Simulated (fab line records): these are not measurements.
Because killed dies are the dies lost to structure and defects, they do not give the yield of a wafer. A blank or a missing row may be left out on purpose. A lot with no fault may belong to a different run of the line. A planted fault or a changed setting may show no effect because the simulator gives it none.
Matching of chambers || flow nand-harc || NHARC_THIN_TSV_DESCUM_35 on rie-diel-09 has 4 sister chambers
The step chemistry O2, time 3 s. 22 wafers are shown with their chamber, then 11 later ones without.

== EACH WAFER AND ITS CHAMBER ==
{"wafer": "L074.1", "chamber": 2, "showerhead-plenum-p-Torr (Torr)": 2.03, "drypump-motor-current-A (A)": 5.7, "throttle-valve-pct (%)": 11.305}
{"wafer": "L074.3", "chamber": 1, "showerhead-plenum-p-Torr (Torr)": 1.89, "drypump-motor-current-A (A)": 5.6, "throttle-valve-pct (%)": 11.302}
{"wafer": "L074.5", "chamber": 2, "showerhead-plenum-p-Torr (Torr)": 2.03, "drypump-motor-current-A (A)": 5.8, "throttle-valve-pct (%)": 11.290}
{"wafer": "L077.1", "chamber": 3, "showerhead-plenum-p-Torr (Torr)": 1.81, "drypump-motor-current-A (A)": 5.5, "throttle-valve-pct (%)": 11.325}
{"wafer": "L077.5", "chamber": 2, "showerhead-plenum-p-Torr (Torr)": 2.03, "drypump-motor-current-A (A)": 5.8, "throttle-valve-pct (%)": 11.315}
{"wafer": "L077.6", "chamber": 1, "showerhead-plenum-p-Torr (Torr)": 1.89, "drypump-motor-current-A (A)": 5.6, "throttle-valve-pct (%)": 11.313}
{"wafer": "L079.1", "chamber": 2, "showerhead-plenum-p-Torr (Torr)": 2.03, "drypump-motor-current-A (A)": 5.7, "throttle-valve-pct (%)": 11.320}
{"wafer": "L079.2", "chamber": 0, "showerhead-plenum-p-Torr (Torr)": 1.97, "drypump-motor-current-A (A)": 5.4, "throttle-valve-pct (%)": 11.302}
{"wafer": "L079.3", "chamber": 3, "showerhead-plenum-p-Torr (Torr)": 1.81, "drypump-motor-current-A (A)": 5.5, "throttle-valve-pct (%)": 11.321}
{"wafer": "L081.1", "chamber": 2, "showerhead-plenum-p-Torr (Torr)": 2.03, "drypump-motor-current-A (A)": 5.8, "throttle-valve-pct (%)": 11.327}
{"wafer": "L081.3", "chamber": 0, "showerhead-plenum-p-Torr (Torr)": 1.97, "drypump-motor-current-A (A)": 5.4, "throttle-valve-pct (%)": 11.316}
{"wafer": "L081.4", "chamber": 0, "showerhead-plenum-p-Torr (Torr)": 1.96, "drypump-motor-current-A (A)": 5.4, "throttle-valve-pct (%)": 11.295}
{"wafer": "L083.3", "chamber": 2, "showerhead-plenum-p-Torr (Torr)": 2.03, "drypump-motor-current-A (A)": 5.8, "throttle-valve-pct (%)": 11.303}
{"wafer": "L083.4", "chamber": 3, "showerhead-plenum-p-Torr (Torr)": 1.80, "drypump-motor-current-A (A)": 5.5, "throttle-valve-pct (%)": 11.327}
{"wafer": "L083.6", "chamber": 3, "showerhead-plenum-p-Torr (Torr)": 1.80, "drypump-motor-current-A (A)": 5.6, "throttle-valve-pct (%)": 11.333}
{"wafer": "L082.3", "chamber": 3, "showerhead-plenum-p-Torr (Torr)": 1.80, "drypump-motor-current-A (A)": 5.5, "throttle-valve-pct (%)": 11.303}
{"wafer": "L082.4", "chamber": 0, "showerhead-plenum-p-Torr (Torr)": 1.96, "drypump-motor-current-A (A)": 5.4, "throttle-valve-pct (%)": 11.296}
{"wafer": "L082.6", "chamber": 0, "showerhead-plenum-p-Torr (Torr)": 1.96, "drypump-motor-current-A (A)": 5.4, "throttle-valve-pct (%)": 11.311}
{"wafer": "L087.3", "chamber": 3, "showerhead-plenum-p-Torr (Torr)": 1.80, "drypump-motor-current-A (A)": 5.5, "throttle-valve-pct (%)": 11.311}
{"wafer": "L087.4", "chamber": 0, "showerhead-plenum-p-Torr (Torr)": 1.96, "drypump-motor-current-A (A)": 5.4, "throttle-valve-pct (%)": 11.304}
{"wafer": "L087.5", "chamber": 2, "showerhead-plenum-p-Torr (Torr)": 2.02, "drypump-motor-current-A (A)": 5.8, "throttle-valve-pct (%)": 11.313}
{"wafer": "L086.1", "chamber": 3, "showerhead-plenum-p-Torr (Torr)": 1.80, "drypump-motor-current-A (A)": 5.5, "throttle-valve-pct (%)": 11.289}

SIGNATURES (means of the wafers above)
{"reading": "showerhead-plenum-p-Torr", "chamber 0": 1.9633, "chamber 1": 1.8900, "chamber 2": 2.0286, "chamber 3": 1.8029, "scatter within a chamber": 0.00448}
{"reading": "drypump-motor-current-A", "chamber 0": 5.400, "chamber 1": 5.600, "chamber 2": 5.771, "chamber 3": 5.514, "scatter within a chamber": 0.0356}
{"reading": "throttle-valve-pct", "chamber 0": 11.30400, "chamber 1": 11.30750, "chamber 2": 11.31043, "chamber 3": 11.31557, "scatter within a chamber": 0.0123}
Rule: a wafer lies at a distance from a chamber equal to the root of the sum of squares, over the readings, of (its reading less the chamber's mean, divided by the reading's scatter). If the next closest chamber is less than 2 further off than the closest, the wafer can't be placed; otherwise it belongs to the closest. The scatter: take each reading less its chamber's mean, square it, sum over the shown wafers, divide by the number of wafers less the number of chambers, and take the root.

== WAFERS WHOSE CHAMBER IS MISSING ==
{"wafer": "L086.4", "showerhead-plenum-p-Torr (Torr)": 1.89, "drypump-motor-current-A (A)": 5.6, "throttle-valve-pct (%)": 11.313}
{"wafer": "L086.6", "showerhead-plenum-p-Torr (Torr)": 1.80, "drypump-motor-current-A (A)": 5.5, "throttle-valve-pct (%)": 11.310}
{"wafer": "L090.1", "showerhead-plenum-p-Torr (Torr)": 2.02, "drypump-motor-current-A (A)": 5.8, "throttle-valve-pct (%)": 11.308}
{"wafer": "L090.2", "showerhead-plenum-p-Torr (Torr)": 1.80, "drypump-motor-current-A (A)": 5.5, "throttle-valve-pct (%)": 11.312}
{"wafer": "L090.6", "showerhead-plenum-p-Torr (Torr)": 1.89, "drypump-motor-current-A (A)": 5.6, "throttle-valve-pct (%)": 11.300}
{"wafer": "L093.1", "showerhead-plenum-p-Torr (Torr)": 2.02, "drypump-motor-current-A (A)": 5.8, "throttle-valve-pct (%)": 11.312}
{"wafer": "L093.2", "showerhead-plenum-p-Torr (Torr)": 1.80, "drypump-motor-current-A (A)": 5.5, "throttle-valve-pct (%)": 11.313}
{"wafer": "L093.3", "showerhead-plenum-p-Torr (Torr)": 1.89, "drypump-motor-current-A (A)": 5.6, "throttle-valve-pct (%)": 11.316}
{"wafer": "L097.3", "showerhead-plenum-p-Torr (Torr)": 1.80, "drypump-motor-current-A (A)": 5.5, "throttle-valve-pct (%)": 11.307}
{"wafer": "L097.4", "showerhead-plenum-p-Torr (Torr)": 1.89, "drypump-motor-current-A (A)": 5.6, "throttle-valve-pct (%)": 11.324}
{"wafer": "L097.6", "showerhead-plenum-p-Torr (Torr)": 1.89, "drypump-motor-current-A (A)": 5.6, "throttle-valve-pct (%)": 11.313}

== THE CHAMBER EACH PASSED THROUGH ==
{"wafer": "L086.4", "from the rows above": 1, "in truth": 1}
{"wafer": "L086.6", "from the rows above": 3, "in truth": 3}
{"wafer": "L090.1", "from the rows above": 2, "in truth": 2}
{"wafer": "L090.2", "from the rows above": 3, "in truth": 3}
{"wafer": "L090.6", "from the rows above": 1, "in truth": 1}
{"wafer": "L093.1", "from the rows above": 2, "in truth": 2}
{"wafer": "L093.2", "from the rows above": 3, "in truth": 3}
{"wafer": "L093.3", "from the rows above": 1, "in truth": 1}
{"wafer": "L097.3", "from the rows above": 3, "in truth": 3}
{"wafer": "L097.4", "from the rows above": 1, "in truth": 1}
{"wafer": "L097.6", "from the rows above": 1, "in truth": 1}
11 of 11 placed correctly. Number that these rows cannot place: 0. Wrongly placed: 0.
